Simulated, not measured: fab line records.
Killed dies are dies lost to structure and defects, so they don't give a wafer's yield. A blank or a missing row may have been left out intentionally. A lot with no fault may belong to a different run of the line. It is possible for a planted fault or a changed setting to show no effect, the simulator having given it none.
Comparing a struck lot with a sound one    flow n5Finfet    43 steps out of a route of 1938
Sound: wafers L641.3, L641.5, L641.6. Struck: wafer L653.4. The cause is named last.
Order at every step that has rows: each side's tool, ch and its chambers, its first start. Under that, the readings that differ: sound wafers    struck wafers    difference of the means    sigmas: that difference in standard deviations of wafers without a fault.
alike: words and numbers the same on both sides, and readings whose means are apart by under 2 such deviations; not compared: readings that were withheld, readings missing a value for some wafer, numbers with overlapping values and no deviation given by the record, and bounds like >300 which may hide the same value.
The two part at a step that has a row with sigmas, a row that says differs or no value, or rows on one side only. Numbers that don't overlap but have no deviation are shown without sigmas and don't part them. Lack of a reading on every wafer of one side parts them only where that side has two or more wafers.

first, 2 steps without rows for these wafers: N5_BEOL_M12_PRE_CLEAN_42 (time 30 s); N5_BEOL_M12_SPUTTER_43 (material TaN, target thk 15 nm, time 24.19 s).
N5_BEOL_M12_SPUTTER_44: material Ta, target thk 10 nm, time 16.13 s.
  sound on pvdSputter-01, day 13 18:31; struck on pvdSputter-01, day 17 13:30
  alike: throttleValvePct
N5_BEOL_M12_SPUTTER_45: material Cu, target thk 80 nm, time 13.33 s.
  sound on pvdSputter-01, day 13 18:35; struck on pvdSputter-01, day 17 13:35
  alike: throttleValvePct
then, 2 steps without rows for these wafers: N5_BEOL_M12_ECD_47 (material Cu, target thk 720 nm); N5_BEOL_M12_ANNEAL_48 (time 90 s).
N5_BEOL_M12_CMP_49: polishes, stops on SiOC, t overpolish 20.6 s, target thk 320 nm.
  sound on cmp-01 ch 2,3, day 13 19:12; struck on cmp-02 ch 1, day 17 14:11
  alike: barrierFieldEndpointS, edgeZonePressureFrac, motorCurrentA, overpolishRunS, platenRpm
N5_BEOL_M12_THK_MEAS_50: measures by xrf.
  sound on filmMetro-02, day 13 19:28; struck on filmMetro-02, day 17 14:26
  alike: M12_THK
then, 2 steps without rows for these wafers: N5_BEOL_M12_PRE_CLEAN_52 (time 15 s); N5_BEOL_M12_DEP_53 (deposits SiCN from 3MS/NH3, target thk 30 nm, time 10.5 s).
N5_BEOL_M12_RS_MEAS_54: uses a four-point probe to measure.
  sound on filmMetro-01, day 13 19:35; struck on filmMetro-01, day 17 14:35
  alike: M12_RS
N5_BEOL_M12_INSPECT_55: inspects for defects (darkfield).
  sound on defectInspect-02, day 13 19:37; struck on defectInspect-02, day 17 14:37
  alike: rawDefectCount
N5_BEOL_M13_ILD_DEP_00: deposits SiOC from DEMS/O2, target thk 837.92 nm, time 166.4 s.
  sound on pecvd-04 ch 0,1, day 13 19:38; struck on pecvd-03 ch 2, day 17 14:43
reading                                       sound          struck  difference  sigmas
model.SiOC_of_BEOL_M13_ILD_DEP_00.thkNm (nm)  836 836 847.2  720.4   -119.3      
  alike: heaterPowerW, showerheadPlenumPTorr, throttleValvePct
N5_BEOL_M13_THK_MEAS_01:
  sound on filmMetro-02, day 13 19:47; struck on filmMetro-01, day 17 14:49
reading           sound        struck  difference  sigmas
M13_ILD_THK (nm)  836 836 847  720     -120        -13
then, 8 steps without rows for these wafers: N5_BEOL_M13_COAT_58 (time 60 s, resist thk 89 nm); N5_BEOL_M13_COAT_04 (resist thk 400 nm); N5_BEOL_M13_EBR_06; N5_BEOL_M13_SOFTBAKE_05 (time 60 s); N5_BEOL_M13_EXPOSE_07 (exposes mask V12); N5_BEOL_M13_PEB_08 (peb time 90 s); N5_BEOL_M13_DEVELOP_09 (develop time 45 s); N5_BEOL_M13_HARDBAKE_14 (time 120 s).
N5_BEOL_M13_CD_MEAS_10: target cd 190 nm.
  sound on cdSem-02 ch 0, day 13 20:13; struck on cdSem-01 ch 0, day 17 15:07
  alike: cdNm
N5_BEOL_M13_OVL_MEAS_11:
  sound on overlay-01 ch 0, day 13 20:15; struck on overlay-02 ch 0, day 17 15:08
  alike: V12_OVL
N5_BEOL_M13_INSPECT_12: inspects for defects (macro).
  sound on defectInspect-01, day 13 20:17; struck on defectInspect-01, day 17 15:10
reading         sound  struck  difference  sigmas
rawDefectCount  2 2 1  9       +7          +5
N5_BEOL_M13_DESCUM_15: chemistry O2, time 7.9 s.
  sound on rieDiel-02 ch 0,3, day 13 20:19; struck on rieDiel-06 ch 3, day 17 15:11
  alike: drypumpMotorCurrentA, oesProductAu, rfVppV, showerheadPlenumPTorr, throttleValvePct
  not compared: rfHoursCounterH
N5_BEOL_M13_ETCH_59: etches BARC in N2/H2, target depth 89 nm, overetch 26.7 nm, time 67.9 s.
  sound on rieDiel-02 ch 0,3, day 13 20:20; struck on rieDiel-06 ch 3, day 17 15:14
  alike: biasW, drypumpMotorCurrentA, oesProductAu, rfVppV, showerheadPlenumPTorr, throttleValvePct
  not compared: rfHoursCounterH
N5_BEOL_M13_VIA_ETCH_16: etches SiOC in C4F8/O2/Ar, target depth 921.7 nm.
  sound on rieDiel-02 ch 0,3, day 13 20:24; struck on rieDiel-06 ch 3, day 17 15:17
reading                                    sound            struck  difference  sigmas
drypumpMotorCurrentA (A)                   6.6 6.5 6.6      5.6     -1.0        -2
model.etch.depthNm (nm)                    836 836.1 847.1  720.3   -119.4      
model.coat_of_BEOL_M13_COAT_04.thkNm (nm)  69.4 71.6 68     105.6   +35.9       
  alike: biasW, oesProductAu, rfVppV, showerheadPlenumPTorr, throttleValvePct
N5_BEOL_M13_STRIP_63: strips in N2/H2.
  sound on plasmaAsher-01 ch 0,1, day 13 20:39; struck on plasmaAsher-01 ch 1, day 17 15:32
reading                   sound              struck  difference  sigmas
oesProductAu (a.u.)       0.667 0.670 0.675  0.686   +0.015      +3
stripTimeToEndpointS (s)  27.5 28.2 27.1     37.8    +10.2       +9
  alike: drypumpMotorCurrentA, heaterPowerW
  not compared: rfHoursCounterH
then, 3 steps without rows for these wafers: N5_BEOL_M13_STRIP_64 (strips in N2/H2); N5_BEOL_M13_STRIP_71 (strips in post etch residue remover, time 60 s); N5_BEOL_M13_SRD_72 (time 30 s, dry time 30 s).
N5_BEOL_M13_CD_MEAS_17: target cd 190 nm.
  sound on cdSem-01, day 13 20:51; struck on cdSem-03, day 17 15:44
  alike: cdNm
then, 9 steps without rows for these wafers: N5_BEOL_M13_COAT_65 (time 60 s, resist thk 350 nm); N5_BEOL_M13_COAT_66 (time 60 s, resist thk 110 nm); N5_BEOL_M13_COAT_22 (resist thk 300 nm); N5_BEOL_M13_EBR_24; N5_BEOL_M13_SOFTBAKE_23 (time 60 s); N5_BEOL_M13_EXPOSE_25 (exposes mask M13, target cd 210 nm); N5_BEOL_M13_PEB_26 (peb time 90 s); N5_BEOL_M13_DEVELOP_27 (develop time 45 s); N5_BEOL_M13_HARDBAKE_32 (time 120 s).
N5_BEOL_M13_CMP_49: polishes, stops on SiOC, t overpolish 17.1 s, target thk 420 nm.
  sound on cmp-01 ch 2,3, day 13 23:10; struck on cmp-01 ch 1, day 17 20:49
reading                                       sound              struck  difference  sigmas
model.SiOC_of_BEOL_M13_ILD_DEP_00.thkNm (nm)  778.2 778.2 788.8  660.4   -121.3      
  alike: edgeZonePressureFrac, motorCurrentA, platenRpm

## WHERE THEY PART
At N5_BEOL_M13_THK_MEAS_01 first; at N5_BEOL_M13_STRIP_63 last (within this record only). Later steps at which nothing parts them and some readings are alike: N5_BEOL_M13_CD_MEAS_17, N5_BEOL_M13_CMP_49.

WHY: the cause the simulator had injected
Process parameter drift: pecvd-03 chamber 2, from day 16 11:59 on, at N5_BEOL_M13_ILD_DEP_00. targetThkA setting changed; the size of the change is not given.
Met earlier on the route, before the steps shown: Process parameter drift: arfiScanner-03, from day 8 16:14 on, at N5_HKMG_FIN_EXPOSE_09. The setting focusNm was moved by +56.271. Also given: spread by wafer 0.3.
